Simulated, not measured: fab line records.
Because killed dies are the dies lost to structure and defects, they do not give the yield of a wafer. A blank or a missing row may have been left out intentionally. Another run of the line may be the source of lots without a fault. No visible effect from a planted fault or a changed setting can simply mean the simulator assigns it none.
fab line records + flow n5-finfet
record
- lots=7
- wafers=39
route steps=1938 shown BEOL_M1@800 BEOL_M7@1263 BEOL_M8@1336
start-h: start of the lot's first displayed wafer, in hours after the record's first day + wait-h: hours elapsed since this lot's preceding step + " the same as in the row above + L1.1+2: several wafers, shown together as one row + - either no value or no given start + * or withheld: withheld + < > ~ a bound
route shown NAME@n: NAME is a module with steps in the file, n the number in the route of the first one + usual: average and standard deviation across the fault-free wafers + same: alike in all rows + chamber/n: place in a boat + sites: readings site by site + _std_site: the standard deviation of these + _edge_site: the outer-site mean with the inner-site mean subtracted + radius-mm: how far each site lies from the wafer's centre + mask NAME#n: copy n + behind: the most recent tool/chamber to have shaped the wafer + hold: what put the lot on hold/how long, in hours/how the hold closed + device: the transistor (n, p or np) that didn't switch + end of line: the tests these same wafers got at the end of their route + step lacking rows: just its recipe + killed: dies lost to structure and defects at the first sort, not the wafer's yield + map: the dies of a wafer, with x for killed, . for not killed, _ for no die there
set.NAME: the setting as run; set.NAME@STEP: as run at that earlier step + model.NAME: the simulator's own value behind a step, which no gauge read
lots where settings were altered on purpose, with a table for each step and a row for each wafer
## steps
# step N5_BEOL_M1_TRENCH_ETCH_37
# recipe
- chemistry=C4F6/O2
- target-depth-a=552.07
- target=SiOC
- time-s=29
- ion-energy-ev=250
- pressure-mtorr=30
- source-w=355
- bias-w=185
- Ar_flow_sccm=300
- C4F6_flow_sccm=10
- O2_flow_sccm=10
| lot.wafer | tool        | chamber | start-h | wait-h | set.time-s | model.etch.depth-nm | model.BEOL_M1.feature-depth-nm | model.TiN_of_BEOL_M1_HM_DEP_02.thk-nm |
|-----------|-------------|---------|---------|--------|------------|---------------------|--------------------------------|---------------------------------------|
| L083.1    | rie-diel-05 | 1       | -       | -      | 29         | 52.22               | 52.2                           | 18.2                                  |
| L083.2    | "           | 2       | "       | "      | 29         | 53.72               | 53.8                           | 18                                    |
| L083.3    | "           | 0       | "       | "      | 29         | 55.13               | 55.2                           | 18                                    |
| L083.4    | "           | 3       | "       | "      | 29         | 54.44               | 54.4                           | 18                                    |
| L083.5    | "           | 3       | "       | "      | 29         | 54.98               | 55                             | 18                                    |
| L083.6    | "           | 0       | "       | "      | 29         | 55.55               | 55.6                           | 18                                    |
| L086.1    | rie-diel-04 | 1       | -       | -      | 19.88      | 37.14               | 37.2                           | 18                                    |
| L086.2    | "           | 0       | "       | "      | 19.88      | 38.03               | 38                             | 18                                    |
| L086.3    | "           | 3       | "       | "      | 19.88      | 36.56               | 36.6                           | 18.2                                  |
| L086.4    | "           | 2       | "       | "      | 29         | 55.58               | 55.6                           | 17.2                                  |
| L086.5    | "           | 3       | "       | "      | 29         | 53.26               | 53.2                           | 17.4                                  |
| L086.6    | "           | 0       | "       | "      | 29         | 55.16               | 55.2                           | 17.2                                  |
| L089.1    | rie-diel-05 | 1       | -       | -      | 29         | 53.19               | 53.2                           | 17.6                                  |
| L089.2    | "           | 0       | "       | "      | 29         | 55.03               | 55                             | 17.6                                  |
| L089.3    | "           | 2       | "       | "      | 29         | 54.33               | 54.4                           | 17.4                                  |
| L089.4    | "           | 3       | "       | "      | 29         | 55.07               | 55                             | 17.8                                  |
| L089.5    | "           | 2       | "       | "      | 29         | 54.25               | 54.2                           | 17.8                                  |
| L089.6    | "           | 1       | "       | "      | 29         | 52.97               | 53                             | 18                                    |
| L088.1    | rie-diel-03 | 0       | -       | -      | 29         | 54.92               | 55                             | 17.6                                  |
| L088.2    | "           | 2       | "       | "      | 16.28      | 31.63               | 31.6                           | 18.6                                  |
| L088.3    | "           | 3       | "       | "      | 16.28      | 32.11               | 32.2                           | 18.4                                  |
| L088.4    | "           | 1       | "       | "      | 29         | 54.84               | 54.8                           | 17.6                                  |
| L088.5    | "           | 0       | "       | "      | 29         | 54.87               | 54.8                           | 17.4                                  |
| L088.6    | "           | 1       | "       | "      | 16.28      | 30.86               | 30.8                           | 18.8                                  |
| L095.1    | rie-diel-03 | 2       | -       | -      | 29         | 56.29               | 56.2                           | 17.6                                  |
| L095.2    | "           | 3       | "       | "      | 29         | 56.7                | 56.8                           | 17.4                                  |
| L095.3    | "           | 0       | "       | "      | 29         | 54.9                | 54.8                           | 17.4                                  |
| L095.4    | "           | 1       | "       | "      | 29         | 54.85               | 54.8                           | 17.4                                  |
| L095.5    | "           | 2       | "       | "      | 29         | 56.28               | 56.2                           | 17.4                                  |
| L095.6    | "           | 3       | "       | "      | 29         | 56.92               | 57                             | 17.4                                  |
| L094.1    | rie-diel-04 | 3       | -       | -      | 45.24      | 85.62               | 85.6                           | 16.4                                  |
| L094.2    | "           | 0       | "       | "      | 45.24      | 86.91               | 87                             | 16.2                                  |
| L094.3    | "           | 1       | "       | "      | 29         | 53.42               | 53.4                           | 17.6                                  |
| L094.4    | "           | 0       | "       | "      | 45.24      | 87.32               | 87.4                           | 16.2                                  |
| L094.5    | "           | 3       | "       | "      | 29         | 55.77               | 55.8                           | 17.6                                  |
| L094.6    | "           | 1       | "       | "      | 29         | 53.66               | 53.6                           | 17.8                                  |
| L097.2    | rie-diel-04 | 0       | -       | -      | 29         | 56.31               | 56.4                           | 17.4                                  |
| L097.3    | "           | 1       | "       | "      | 29         | 53.59               | 53.6                           | 17.6                                  |
| L097.6    | "           | 0       | "       | "      | 29         | 56.13               | 56.2                           | 17.4                                  |
# step N5_BEOL_M1_ETCH_41
# recipe
- chemistry=CH3F/O2
- target=SiCN
- target-depth-a=319
- taper-deg=2
- time-s=57.8
- ion-energy-ev=120
- mask-material=TiN
- pressure-mtorr=30
- source-w=395
- bias-w=75
- Ar_flow_sccm=150
- CH3F_flow_sccm=30
- O2_flow_sccm=20
# step N5_BEOL_M1_STRIP_97
# recipe
- chemistry=N2/H2
- time-s=10
- power-w=450
- temp-c=40
- pressure-mtorr=20
- rf-frequency-hz=6e+07
- bias-power-w=7
- n2-flow-sccm=200
- h2-flow-sccm=200
# step N5_BEOL_M1_OCD_MEAS_38
# usual
- trench-depth-nm=55.5/1.2
| lot.wafer | tool   | chamber | start-h | wait-h | set.time-s@BEOL_M1_TRENCH_ETCH_37 | trench-depth-nm |
|-----------|--------|---------|---------|--------|-----------------------------------|-----------------|
| L083.1    | ocd-01 | -       | 186.64  | -      | 29                                | 52.3            |
| L083.2    | "      | -       | "       | "      | 29                                | 54.3            |
| L083.3    | "      | -       | "       | "      | 29                                | 54.9            |
| L083.4    | "      | -       | "       | "      | 29                                | 54.4            |
| L083.5    | "      | -       | "       | "      | 29                                | 55.4            |
| L083.6    | "      | -       | "       | "      | 29                                | 56.2            |
| L086.1    | ocd-01 | -       | 209.26  | -      | 19.88                             | 36.9            |
| L086.2    | "      | -       | "       | "      | 19.88                             | 37.8            |
| L086.3    | "      | -       | "       | "      | 19.88                             | 36.8            |
| L086.4    | "      | -       | "       | "      | 29                                | 55.7            |
| L086.5    | "      | -       | "       | "      | 29                                | 53.5            |
| L086.6    | "      | -       | "       | "      | 29                                | 54.7            |
| L089.1    | ocd-02 | -       | 219.67  | -      | 29                                | 52.9            |
| L089.2    | "      | -       | "       | "      | 29                                | 55.2            |
| L089.3    | "      | -       | "       | "      | 29                                | 54.6            |
| L089.4    | "      | -       | "       | "      | 29                                | 55.0            |
| L089.5    | "      | -       | "       | "      | 29                                | 54.3            |
| L089.6    | "      | -       | "       | "      | 29                                | 53.2            |
| L088.1    | ocd-01 | -       | 219.77  | -      | 29                                | 55.0            |
| L088.2    | "      | -       | "       | "      | 16.28                             | 31.6            |
| L088.3    | "      | -       | "       | "      | 16.28                             | 32.2            |
| L088.4    | "      | -       | "       | "      | 29                                | 55.1            |
| L088.5    | "      | -       | "       | "      | 29                                | 54.4            |
| L088.6    | "      | -       | "       | "      | 16.28                             | 31.2            |
| L095.1    | ocd-02 | -       | 250.87  | -      | 29                                | 56.1            |
| L095.2    | "      | -       | "       | "      | 29                                | 56.6            |
| L095.3    | "      | -       | "       | "      | 29                                | 55.0            |
| L095.4    | "      | -       | "       | "      | 29                                | 54.4            |
| L095.5    | "      | -       | "       | "      | 29                                | 57.1            |
| L095.6    | "      | -       | "       | "      | 29                                | 56.5            |
| L094.1    | ocd-01 | -       | 257.32  | -      | 45.24                             | 85.3            |
| L094.2    | "      | -       | "       | "      | 45.24                             | 86.6            |
| L094.3    | "      | -       | "       | "      | 29                                | 54.0            |
| L094.4    | "      | -       | "       | "      | 45.24                             | 86.8            |
| L094.5    | "      | -       | "       | "      | 29                                | 56.2            |
| L094.6    | "      | -       | "       | "      | 29                                | 54.0            |
| L097.2    | ocd-01 | -       | 272.19  | -      | 29                                | 56.4            |
| L097.3    | "      | -       | "       | "      | 29                                | 53.1            |
| L097.6    | "      | -       | "       | "      | 29                                | 56.6            |
# step N5_BEOL_M7_ILD_DEP_00
# recipe
- material=SiCOH_lowk
- target-thk-a=1797.5
- temp-c=300
- precursor=DEMS/porogen
- pressure-torr=5
- rf-w=500
- time-s=33.4
| lot.wafer | tool     | chamber | start-h | wait-h | set.time-s | model.SiCOH_lowk_of_BEOL_M7_ILD_DEP_00.thk-nm |
|-----------|----------|---------|---------|--------|------------|-----------------------------------------------|
| L083.1    | pecvd-02 | 0       | 249.54  | 0.0    | 49.6       | 264.2                                         |
| L083.2    | "        | 1       | "       | "      | 49.6       | 260.2                                         |
| L083.3    | "        | 2       | "       | "      | 33.4       | 177.8                                         |
| L083.4    | "        | 2       | "       | "      | 33.4       | 182                                           |
| L083.5    | "        | 0       | "       | "      | 49.6       | 266.8                                         |
| L083.6    | "        | 1       | "       | "      | 33.4       | 177.2                                         |
| L086.1    | pecvd-04 | 2       | 269.33  | 0.0    | 33.4       | 180                                           |
| L086.2+6  | "        | 0,1     | "       | "      | 15.73      | 86.6                                          |
| L086.3    | "        | 1       | "       | "      | 33.4       | 181.2                                         |
| L086.4    | "        | 2       | "       | "      | 33.4       | 183.4                                         |
| L086.5    | "        | 0       | "       | "      | 15.73      | 89.4                                          |
| L089.1    | pecvd-02 | 1       | 291.86  | 0.0    | 33.4       | 177.2                                         |
| L089.2    | "        | 2       | "       | "      | 33.4       | 178.4                                         |
| L089.3    | "        | 0       | "       | "      | 49.18      | 262.6                                         |
| L089.4    | "        | 1       | "       | "      | 33.4       | 181.4                                         |
| L089.5    | "        | 0       | "       | "      | 49.18      | 265.6                                         |
| L089.6    | "        | 2       | "       | "      | 49.18      | 264.2                                         |
| L088.1    | pecvd-02 | 0       | 303.11  | 0.0    | 27.04      | 146                                           |
| L088.2    | "        | 2       | "       | "      | 27.04      | 144.6                                         |
| L088.3    | "        | 1       | "       | "      | 27.04      | 146.4                                         |
| L088.4+6  | "        | 1,2     | "       | "      | 33.4       | 181.2                                         |
| L088.5    | "        | 0       | "       | "      | 33.4       | 181                                           |
| L095.1    | pecvd-01 | 2       | 315.17  | 0.0    | 17.9       | 97                                            |
| L095.2    | "        | 1       | "       | "      | 33.4       | 180                                           |
| L095.3    | "        | 1       | "       | "      | 33.4       | 183.6                                         |
| L095.4    | "        | 2       | "       | "      | 33.4       | 179                                           |
| L095.5    | "        | 2       | "       | "      | 17.9       | 100.2                                         |
| L095.6    | "        | 1       | "       | "      | 17.9       | 100.8                                         |
| L094.1    | pecvd-02 | 1       | 325.14  | 0.0    | 46.6       | 245.4                                         |
| L094.2    | "        | 2       | "       | "      | 33.4       | 177.4                                         |
| L094.3    | "        | 2       | "       | "      | 33.4       | 180.2                                         |
| L094.4    | "        | 1       | "       | "      | 46.6       | 248.6                                         |
| L094.5    | "        | 1       | "       | "      | 33.4       | 178.8                                         |
| L094.6    | "        | 2       | "       | "      | 46.6       | 250.6                                         |
| L097.2    | pecvd-02 | 0       | 364.93  | 0.0    | 33.4       | 177.8                                         |
| L097.3    | "        | 2       | "       | "      | 33.4       | 178                                           |
| L097.6    | "        | 1       | "       | "      | 33.4       | 181.6                                         |
# step N5_BEOL_M7_CURE_74
# recipe
- temp-c=385
- time-s=240
- ambient=He/Ar
- material=SiCOH_lowk
| lot.wafer | tool       | chamber | start-h | wait-h | set.time-s@BEOL_M7_ILD_DEP_00 | model.SiCOH_lowk_of_BEOL_M7_ILD_DEP_00.thk-nm |
|-----------|------------|---------|---------|--------|-------------------------------|-----------------------------------------------|
| L083.1    | uv-cure-03 | 0       | 249.60  | 0.0    | 49.6                          | 229                                           |
| L083.2    | "          | 0       | "       | "      | 49.6                          | 225.4                                         |
| L083.3    | "          | 0       | "       | "      | 33.4                          | 153.4                                         |
| L083.4    | "          | 0       | "       | "      | 33.4                          | 157                                           |
| L083.5    | "          | 0       | "       | "      | 49.6                          | 231.2                                         |
| L083.6    | "          | 0       | "       | "      | 33.4                          | 152.8                                         |
| L086.1    | uv-cure-02 | 1       | 269.79  | 0.4    | 33.4                          | 155.2                                         |
| L086.2    | "          | 1       | "       | "      | 15.73                         | 74.4                                          |
| L086.3    | "          | 1       | "       | "      | 33.4                          | 156.2                                         |
| L086.4    | "          | 1       | "       | "      | 33.4                          | 158.2                                         |
| L086.5    | "          | 1       | "       | "      | 15.73                         | 76.6                                          |
| L086.6    | "          | 1       | "       | "      | 15.73                         | 74.2                                          |
| L089.1    | uv-cure-03 | 2       | 291.92  | 0.0    | 33.4                          | 152.8                                         |
| L089.2    | "          | 2       | "       | "      | 33.4                          | 153.8                                         |
| L089.3    | "          | 2       | "       | "      | 49.18                         | 227.4                                         |
| L089.4    | "          | 2       | "       | "      | 33.4                          | 156.4                                         |
| L089.5    | "          | 2       | "       | "      | 49.18                         | 230.2                                         |
| L089.6    | "          | 2       | "       | "      | 49.18                         | 228.8                                         |
| L088.1    | uv-cure-02 | 1       | 303.18  | 0.0    | 27.04                         | 125.8                                         |
| L088.2    | "          | 1       | "       | "      | 27.04                         | 124.4                                         |
| L088.3    | "          | 1       | "       | "      | 27.04                         | 126                                           |
| L088.4+6  | "          | 1       | "       | "      | 33.4                          | 156.2                                         |
| L088.5    | "          | 1       | "       | "      | 33.4                          | 156                                           |
| L095.1    | uv-cure-03 | 0       | 315.25  | 0.1    | 17.9                          | 83.2                                          |
| L095.2    | "          | 0       | "       | "      | 33.4                          | 155.2                                         |
| L095.3    | "          | 0       | "       | "      | 33.4                          | 158.4                                         |
| L095.4    | "          | 0       | "       | "      | 33.4                          | 154.4                                         |
| L095.5    | "          | 0       | "       | "      | 17.9                          | 86                                            |
| L095.6    | "          | 0       | "       | "      | 17.9                          | 86.4                                          |
| L094.1    | uv-cure-01 | 1       | 325.25  | 0.1    | 46.6                          | 212.4                                         |
| L094.2    | "          | 1       | "       | "      | 33.4                          | 153                                           |
| L094.3    | "          | 1       | "       | "      | 33.4                          | 155.4                                         |
| L094.4    | "          | 1       | "       | "      | 46.6                          | 215.2                                         |
| L094.5    | "          | 1       | "       | "      | 33.4                          | 154.2                                         |
| L094.6    | "          | 1       | "       | "      | 46.6                          | 217                                           |
| L097.2    | uv-cure-01 | 2       | 365.33  | 0.4    | 33.4                          | 153.2                                         |
| L097.3    | "          | 2       | "       | "      | 33.4                          | 153.4                                         |
| L097.6    | "          | 2       | "       | "      | 33.4                          | 156.6                                         |
# step N5_BEOL_M7_THK_MEAS_01
# recipe
- reads=SiCOH_lowk_of_BEOL_M7_ILD_DEP_00
# usual
- M7_ILD_THK=155.1/2.1
| lot.wafer | tool          | chamber | start-h | wait-h | set.time-s@BEOL_M7_ILD_DEP_00 | M7_ILD_THK[nm] |
|-----------|---------------|---------|---------|--------|-------------------------------|----------------|
| L083.1    | film-metro-02 | -       | 251.55  | 1.6    | 49.6                          | 229.1          |
| L083.2    | "             | -       | "       | "      | 49.6                          | 225.4          |
| L083.3    | "             | -       | "       | "      | 33.4                          | 153.3          |
| L083.4    | "             | -       | "       | "      | 33.4                          | 157.0          |
| L083.5    | "             | -       | "       | "      | 49.6                          | 231.4          |
| L083.6    | "             | -       | "       | "      | 33.4                          | 152.7          |
| L086.1    | film-metro-01 | -       | 270.30  | 0.4    | 33.4                          | 155.1          |
| L086.2    | "             | -       | "       | "      | 15.73                         | 74.4           |
| L086.3    | "             | -       | "       | "      | 33.4                          | 156.2          |
| L086.4    | "             | -       | "       | "      | 33.4                          | 158.3          |
| L086.5    | "             | -       | "       | "      | 15.73                         | 76.6           |
| L086.6    | "             | -       | "       | "      | 15.73                         | 74.2           |
| L089.1    | film-metro-01 | -       | 292.43  | 0.4    | 33.4                          | 152.8          |
| L089.2    | "             | -       | "       | "      | 33.4                          | 153.9          |
| L089.3    | "             | -       | "       | "      | 49.18                         | 227.5          |
| L089.4    | "             | -       | "       | "      | 33.4                          | 156.3          |
| L089.5    | "             | -       | "       | "      | 49.18                         | 230.1          |
| L089.6    | "             | -       | "       | "      | 49.18                         | 228.9          |
| L088.1    | film-metro-01 | -       | 303.69  | 0.4    | 27.04                         | 125.7          |
| L088.2    | "             | -       | "       | "      | 27.04                         | 124.4          |
| L088.3    | "             | -       | "       | "      | 27.04                         | 126.0          |
| L088.4    | "             | -       | "       | "      | 33.4                          | 156.3          |
| L088.5    | "             | -       | "       | "      | 33.4                          | 156.0          |
| L088.6    | "             | -       | "       | "      | 33.4                          | 156.3          |
| L095.1    | film-metro-01 | -       | 315.77  | 0.4    | 17.9                          | 83.2           |
| L095.2    | "             | -       | "       | "      | 33.4                          | 155.3          |
| L095.3    | "             | -       | "       | "      | 33.4                          | 158.4          |
| L095.4    | "             | -       | "       | "      | 33.4                          | 154.5          |
| L095.5    | "             | -       | "       | "      | 17.9                          | 86.1           |
| L095.6    | "             | -       | "       | "      | 17.9                          | 86.5           |
| L094.1    | film-metro-01 | -       | 325.77  | 0.4    | 46.6                          | 212.5          |
| L094.2    | "             | -       | "       | "      | 33.4                          | 152.9          |
| L094.3    | "             | -       | "       | "      | 33.4                          | 155.4          |
| L094.4    | "             | -       | "       | "      | 46.6                          | 215.2          |
| L094.5    | "             | -       | "       | "      | 33.4                          | 154.2          |
| L094.6    | "             | -       | "       | "      | 46.6                          | 216.9          |
| L097.2    | film-metro-02 | -       | 365.77  | 0.4    | 33.4                          | 153.2          |
| L097.3    | "             | -       | "       | "      | 33.4                          | 153.4          |
| L097.6    | "             | -       | "       | "      | 33.4                          | 156.6          |
# step N5_BEOL_M8_HM_DEP_02
# recipe
- material=TiN
- target-thk-a=200
- temp-c=25
- chamber-pressure-pa=0.49996
| lot.wafer    | tool           | chamber | start-h | wait-h | set.target-thk-a | model.TiN_of_BEOL_M8_HM_DEP_02.thk-nm |
|--------------|----------------|---------|---------|--------|------------------|---------------------------------------|
| L083.1+3     | pvd-sputter-03 | -       | 260.65  | 1.7    | 200              | 20.2                                  |
| L083.2+5     | "              | -       | "       | "      | 200              | 20.4                                  |
| L083.4+6     | "              | -       | "       | "      | 200              | 20.6                                  |
| L086.1       | pvd-sputter-03 | -       | 281.60  | 1.4    | 200              | 20.4                                  |
| L086.2+3+4   | "              | -       | "       | "      | 254.8            | 25.8                                  |
| L086.5+6     | "              | -       | "       | "      | 200              | 20.2                                  |
| L089.1       | pvd-sputter-02 | -       | 301.22  | 0.8    | 200              | 19.6                                  |
| L089.2+3+4+5 | "              | -       | "       | "      | 200              | 20                                    |
| L089.6       | "              | -       | "       | "      | 200              | 19.8                                  |
| L088.1+3     | pvd-sputter-03 | -       | 312.29  | 0.9    | 200              | 20.2                                  |
| L088.2       | "              | -       | "       | "      | 90.48            | 9.4                                   |
| L088.4       | "              | -       | "       | "      | 200              | 20                                    |
| L088.5+6     | "              | -       | "       | "      | 90.48            | 9.2                                   |
| L095.1       | pvd-sputter-01 | -       | 322.17  | 0.4    | 200              | 20.2                                  |
| L095.2+4     | "              | -       | "       | "      | 254.9            | 25.4                                  |
| L095.3       | "              | -       | "       | "      | 200              | 19.6                                  |
| L095.5       | "              | -       | "       | "      | 200              | 20                                    |
| L095.6       | "              | -       | "       | "      | 254.9            | 25.2                                  |
| L094.1+2+5   | pvd-sputter-01 | -       | 335.60  | 2.2    | 200              | 20                                    |
| L094.3       | "              | -       | "       | "      | 86.98            | 8.4                                   |
| L094.4       | "              | -       | "       | "      | 86.98            | 9                                     |
| L094.6       | "              | -       | "       | "      | 86.98            | 8.6                                   |
| L097.2       | pvd-sputter-01 | -       | 374.19  | 1.5    | 200              | 20.4                                  |
| L097.3       | "              | -       | "       | "      | 200              | 20                                    |
| L097.6       | "              | -       | "       | "      | 200              | 20.2                                  |
# step N5_BEOL_M8_COAT_59
# recipe
- resist=SOC
- temp-c=250
- time-s=60
- spin-rpm=1500
- resist-thk-nm=100
# step N5_BEOL_M8_COAT_60
# recipe
- resist=SiARC
- temp-c=220
- time-s=60
- spin-rpm=1500
- resist-thk-nm=35
# step N5_BEOL_M8_STRIP_68
# recipe
- chemistry=N2/H2
- temp-c=40
- n2-flow-sccm=200
- h2-flow-sccm=200
- rf-frequency-hz=6e+07
# step N5_BEOL_M8_STRIP_67
# recipe
- chemistry=CF4
- resist=SiARC
- power-w=300
- bias-power-w=75
- pressure-mtorr=50
- cf4-flow-sccm=150
- rf-frequency-hz=6e+07
# step N5_BEOL_M8_HM_OPEN_17
# recipe
- chemistry=Cl2/BCl3
- target-depth-a=200
- overetch-a=60
- target=TiN
- mask-material=SOC
- ion-energy-ev=150
- pressure-mtorr=10
- icp-w=1000
- bias-w=126
- Cl2_flow_sccm=53.25
- bcl3-flow-sccm=21.75
- Ar_flow_sccm=25
| lot.wafer | tool         | chamber | start-h | wait-h | set.target-thk-a@BEOL_M8_HM_DEP_02 | model.etch.depth-nm |
|-----------|--------------|---------|---------|--------|------------------------------------|---------------------|
| L083.1+3  | rie-metal-03 | 1       | 261.76  | 0.0    | 200                                | 20.3                |
| L083.2    | "            | 1       | "       | "      | 200                                | 20.34               |
| L083.4    | "            | 1       | "       | "      | 200                                | 20.55               |
| L083.5    | "            | 1       | "       | "      | 200                                | 20.37               |
| L083.6    | "            | 1       | "       | "      | 200                                | 20.56               |
| L086.1    | rie-metal-02 | 0       | 282.33  | 0.0    | 200                                | 20.33               |
| L086.2+3  | "            | 1       | "       | "      | 254.8                              | 25.79               |
| L086.4    | "            | 0       | "       | "      | 254.8                              | 25.84               |
| L086.5    | "            | 1       | "       | "      | 200                                | 20.26               |
| L086.6    | "            | 0       | "       | "      | 200                                | 20.28               |
| L089.1    | rie-metal-03 | 0       | 302.40  | 0.0    | 200                                | 19.69               |
| L089.2    | "            | 1       | "       | "      | 200                                | 19.97               |
| L089.3    | "            | 1       | "       | "      | 200                                | 20                  |
| L089.4    | "            | 0       | "       | "      | 200                                | 19.95               |
| L089.5    | "            | 0       | "       | "      | 200                                | 19.96               |
| L089.6    | "            | 1       | "       | "      | 200                                | 19.89               |
| L088.1    | rie-metal-03 | 0       | 313.03  | 0.0    | 200                                | 20.23               |
| L088.2    | "            | 1       | "       | "      | 90.48                              | 9.308               |
| L088.3    | "            | 0       | "       | "      | 200                                | 20.18               |
| L088.4    | "            | 1       | "       | "      | 200                                | 20.04               |
| L088.5    | "            | 1       | "       | "      | 90.48                              | 9.21                |
| L088.6    | "            | 0       | "       | "      | 90.48                              | 9.262               |
| L095.1    | rie-metal-01 | 1       | 323.09  | 0.0    | 200                                | 20.2                |
| L095.2    | "            | 0       | "       | "      | 254.9                              | 25.42               |
| L095.3    | "            | 1       | "       | "      | 200                                | 19.69               |
| L095.4    | "            | 0       | "       | "      | 254.9                              | 25.47               |
| L095.5    | "            | 1       | "       | "      | 200                                | 19.97               |
| L095.6    | "            | 0       | "       | "      | 254.9                              | 25.13               |
| L094.1    | rie-metal-02 | 0       | 336.77  | 0.1    | 200                                | 19.92               |
| L094.2    | "            | 1       | "       | "      | 200                                | 20.01               |
| L094.3    | "            | 1       | "       | "      | 86.98                              | 8.382               |
| L094.4    | "            | 0       | "       | "      | 86.98                              | 8.922               |
| L094.5    | "            | 1       | "       | "      | 200                                | 20                  |
| L094.6    | "            | 0       | "       | "      | 86.98                              | 8.538               |
| L097.2    | rie-metal-02 | 1       | 375.06  | 0.0    | 200                                | 20.34               |
| L097.3    | "            | 1       | "       | "      | 200                                | 20.08               |
| L097.6    | "            | 0       | "       | "      | 200                                | 20.18               |
## key
split
- step=N5_BEOL_M1_TRENCH_ETCH_37
- setting=time-s
- stated=29
- by=wafer
response
- step=N5_BEOL_M1_TRENCH_ETCH_37
- reading=model.etch.depth-nm
- change=+0.559
- per=1%
- r=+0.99
response
- step=N5_BEOL_M1_TRENCH_ETCH_37
- reading=model.BEOL_M1.feature-depth-nm
- change=+0.56
- per=1%
- r=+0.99
response
- step=N5_BEOL_M1_TRENCH_ETCH_37
- reading=model.TiN_of_BEOL_M1_HM_DEP_02.thk-nm
- change=-0.0249
- per=1%
- r=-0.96
response
- step=N5_BEOL_M1_OCD_MEAS_38
- reading=trench-depth-nm
- change=+0.55
- per=1%
- r=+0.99
split
- step=N5_BEOL_M7_ILD_DEP_00
- setting=time-s
- stated=33.4
- by=wafer
response
- step=N5_BEOL_M7_ILD_DEP_00
- reading=model.SiCOH_lowk_of_BEOL_M7_ILD_DEP_00.thk-nm
- change=+1.77
- per=1%
- r=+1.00
response
- step=N5_BEOL_M7_CURE_74
- reading=model.SiCOH_lowk_of_BEOL_M7_ILD_DEP_00.thk-nm
- change=+1.54
- per=1%
- r=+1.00
response
- step=N5_BEOL_M7_THK_MEAS_01
- reading=M7_ILD_THK
- change=+1.54
- per=1%
- r=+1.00
split
- step=N5_BEOL_M8_HM_DEP_02
- setting=target-thk-a
- stated=200
- by=wafer
response
- step=N5_BEOL_M8_HM_DEP_02
- reading=model.TiN_of_BEOL_M8_HM_DEP_02.thk-nm
- change=+0.199
- per=1%
- r=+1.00
response
- step=N5_BEOL_M8_HM_OPEN_17
- reading=model.etch.depth-nm
- change=+0.2
- per=1%
- r=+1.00
